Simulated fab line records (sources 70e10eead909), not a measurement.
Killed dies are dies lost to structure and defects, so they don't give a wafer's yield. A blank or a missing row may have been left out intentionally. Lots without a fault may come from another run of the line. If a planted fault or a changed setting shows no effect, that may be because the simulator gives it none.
Which of the tools did it? + flow nand_harc + 13 lots, 39 wafers sampled, at 5 steps of a route of 1159

WHAT EACH GAUGE READ, for each wafer
NHARC_P_ZERO_WELL_CD_MEAS_11 targets a cd of 500 nm.
| lot  | measured    | on        | cd_nm (nm)        |
|------|-------------|-----------|-------------------|
| L803 | day 1 13:14 | cd_sem-01 | 499.3 496.0 498.9 |
| L805 | day 2 01:17 | cd_sem-02 | 500.4 499.8 499.1 |
| L806 | day 2 07:19 | cd_sem-03 | 501.7 500.1 499.5 |
| L808 | day 2 19:14 | cd_sem-03 | 500.6 497.8 501.3 |
| L809 | day 3 01:18 | cd_sem-03 | 502.0 500.6 500.5 |
| L810 | day 3 07:14 | cd_sem-01 | 498.2 496.2 497.2 |
| L812 | day 3 19:25 | cd_sem-01 | 496.3 497.8 499.1 |
| L813 | day 4 01:14 | cd_sem-03 | 503.1 502.7 500.8 |
| L814 | day 4 07:07 | cd_sem-02 | 499.4 503.1 503.7 |
| L816 | day 4 19:15 | cd_sem-03 | 499.0 497.8 498.1 |
| L817 | day 5 01:14 | cd_sem-03 | 498.1 498.9 501.0 |
| L822 | day 6 07:22 | cd_sem-01 | 499.9 499.8 502.3 |
| L826 | day 7 07:15 | cd_sem-01 | 497.7 497.3 500.2 |

NHARC_P_GATE_CD_MEAS_26 targets a cd of 120 nm.
| lot  | measured     | on        | cd_nm (nm)        |
|------|--------------|-----------|-------------------|
| L803 | day 4 20:18  | cd_sem-03 | 119.5 120.0 119.6 |
| L805 | day 5 12:36  | cd_sem-01 | 119.9 120.9 120.9 |
| L806 | day 5 12:17  | cd_sem-03 | 121.1 120.7 121.2 |
| L808 | day 6 01:56  | cd_sem-03 | 120.0 120.3 120.4 |
| L809 | day 6 02:34  | cd_sem-01 | 120.2 119.4 119.1 |
| L810 | day 6 09:20  | cd_sem-03 | 119.9 119.8 119.5 |
| L812 | day 7 03:59  | cd_sem-01 | 119.5 119.5 119.3 |
| L813 | day 7 04:30  | cd_sem-02 | 119.9 120.3 119.9 |
| L814 | day 7 12:43  | cd_sem-03 | 121.3 120.1 120.6 |
| L816 | day 8 03:28  | cd_sem-02 | 119.9 120.9 120.4 |
| L817 | day 8 02:38  | cd_sem-02 | 120.2 120.1 119.1 |
| L822 | day 9 11:34  | cd_sem-02 | 120.8 120.9 119.9 |
| L826 | day 10 11:11 | cd_sem-01 | 119.9 119.7 120.2 |

NHARC_END_SORT_01.
| lot  | measured     | on        | killed_at_array | killed_at_other | killed_at_periphery | killed_dies | killed_open | killed_short |
|------|--------------|-----------|-----------------|-----------------|---------------------|-------------|-------------|--------------|
| L812 | day 21 09:47 | prober-01 | 45 31 37        | 0 1 0           | 3 1 0               | 48 33 37    | 2 2 2       | 2 2 1        |

WHICH TOOL RAN EACH LOT (tool, then ch and the chambers of the sampled wafers, then the start)
| lot  | NHARC_P_ZERO_WELL_ETCH_65         | NHARC_P_STI_OXIDE_29                                          |
|------|-----------------------------------|---------------------------------------------------------------|
| L803 | rie_diel-07 ch 0,1, day 1 13:31   | furnace-02 ch 0, day 2 04:01                                  |
| L805 | rie_diel-01 ch 0,1, day 2 01:31   | furnace-07 ch 0, day 2 16:16                                  |
| L806 | rie_diel-07 ch 1,2, day 2 07:35   | furnace-07 ch 0, day 2 16:16                                  |
| L808 | rie_diel-07 ch 1,3, day 2 19:34   | furnace-02 ch 0, day 3 05:35                                  |
| L809 | rie_diel-01 ch 0,1,2, day 3 01:34 | furnace-07 ch 0, day 3 12:32                                  |
| L810 | rie_diel-01 ch 0,2, day 3 07:31   | furnace-02 ch 0, day 3 19:44                                  |
| L812 | rie_diel-07 ch 0,1,2, day 3 19:39 | furnace-02 ch 0, day 4 08:18                                  |
| L813 | rie_diel-07 ch 0,1,3, day 4 01:32 | furnace-02 ch 0, day 4 08:18                                  |
| L814 | rie_diel-03 ch 1,2,3, day 4 07:22 | furnace-08 ch 0, day 4 17:15                                  |
| L816 | rie_diel-07 ch 2,3, day 4 19:29   | furnace-08 ch 0, day 5 08:25                                  |
| L817 | rie_diel-03 ch 0,3, day 5 01:29   | furnace-08 ch 0, day 5 08:25                                  |
| L822 | rie_diel-03 ch 1,2,3, day 6 07:38 | furnace-02 ch 0, day 6 16:24 and furnace-08 ch 0, day 6 20:36 |
| L826 | rie_diel-03 ch 0,1,2, day 7 07:31 | furnace-07 ch 0, day 7 17:35                                  |
- NHARC_P_ZERO_WELL_ETCH_65: etches the open film in N2/H2, target depth 80 nm, overetch 24 nm, time 87.88 s.
- NHARC_P_STI_OXIDE_29: material SiO2, target thk 10 nm, ox time 1362 s.

WHAT THE TOOLS THEMSELVES READ (means of the sampled wafers that have a number; where no wafer has one, the mark that the record gives instead)
NHARC_P_ZERO_WELL_ETCH_65.
| lot  | tool        | drypump_motor_current_A (A) | oes_product_au (a.u.) | rf_vpp_V (V) | showerhead_plenum_p_Torr (Torr) | throttle_valve_pct (%) |
|------|-------------|-----------------------------|-----------------------|--------------|---------------------------------|------------------------|
| L803 | rie_diel-07 | 5.2                         | 1.011                 | 432.7        | 2.12                            | 14.173                 |
| L805 | rie_diel-01 | 6.3                         | 1.010                 | 430.4        | 2.04                            | 14.172                 |
| L806 | rie_diel-07 | 5.4                         | 1.006                 | 431.6        | 2.09                            | 14.175                 |
| L808 | rie_diel-07 | 5.3                         | 1.008                 | 429.8        | 2.03                            | 14.172                 |
| L809 | rie_diel-01 | 5.8                         | 1.004                 | 429.3        | 1.98                            | 14.166                 |
| L810 | rie_diel-01 | 5.4                         | 1.002                 | 427.8        | 1.93                            | 14.159                 |
| L812 | rie_diel-07 | 5.3                         | 0.993                 | 431.6        | 2.11                            | 14.168                 |
| L813 | rie_diel-07 | 5.2                         | 1.012                 | 430.8        | 2.05                            | 14.172                 |
| L814 | rie_diel-03 | 5.9                         | 0.994                 | 430.7        | 2.05                            | 14.170                 |
| L816 | rie_diel-07 | 5.3                         | 1.001                 | 429.4        | 1.99                            | 14.171                 |
| L817 | rie_diel-03 | 5.6                         | 0.994                 | 432.3        | 2.08                            | 14.164                 |
| L822 | rie_diel-03 | 6.0                         | 0.997                 | 430.9        | 2.05                            | 14.166                 |
| L826 | rie_diel-03 | 5.6                         | 0.999                 | 429.6        | 2.00                            | 14.171                 |

NHARC_P_STI_OXIDE_29.
| lot  | tool                  | tube_center_temp_C (C) |
|------|-----------------------|------------------------|
| L803 | furnace-02            | 900.04                 |
| L805 | furnace-07            | 899.97                 |
| L806 | furnace-07            | 900.07                 |
| L808 | furnace-02            | 899.97                 |
| L809 | furnace-07            | 899.88                 |
| L810 | furnace-02            | 899.94                 |
| L812 | furnace-02            | 900.04                 |
| L813 | furnace-02            | 899.94                 |
| L814 | furnace-08            | 899.96                 |
| L816 | furnace-08            | 899.93                 |
| L817 | furnace-08            | 900.00                 |
| L822 | furnace-02/furnace-08 | 900.01                 |
| L826 | furnace-07            | 899.95                 |

THE ANSWER, worked out from the rows above alone
Rule: what is usual is taken from the lots themselves. Put in order of their means at a reading, lots are off if they are a third of the lots or fewer, leave a main group of 4 or more, and stand apart from it by a gap of 3 or more times the standard deviation of the main group's means; of several such gaps the widest counts. A main group whose means are all the same, to the digits that the tables above print for the reading, isn't used. A lot without any number at a reading at which 4 lots or more have one is off too. The other lots that the step has rows for count as sound. The gauges are gone through in route order, then the tools' own readings, and for those a lot's mean is taken as printed above. At the first step where some lot is off, the reading lying furthest off is the one used; lots without a number count as furthest.
No lot is off on any of the readings shown, so nothing can be concluded from this.

WHAT HAD BEEN PUT IN BY THE SIMULATOR
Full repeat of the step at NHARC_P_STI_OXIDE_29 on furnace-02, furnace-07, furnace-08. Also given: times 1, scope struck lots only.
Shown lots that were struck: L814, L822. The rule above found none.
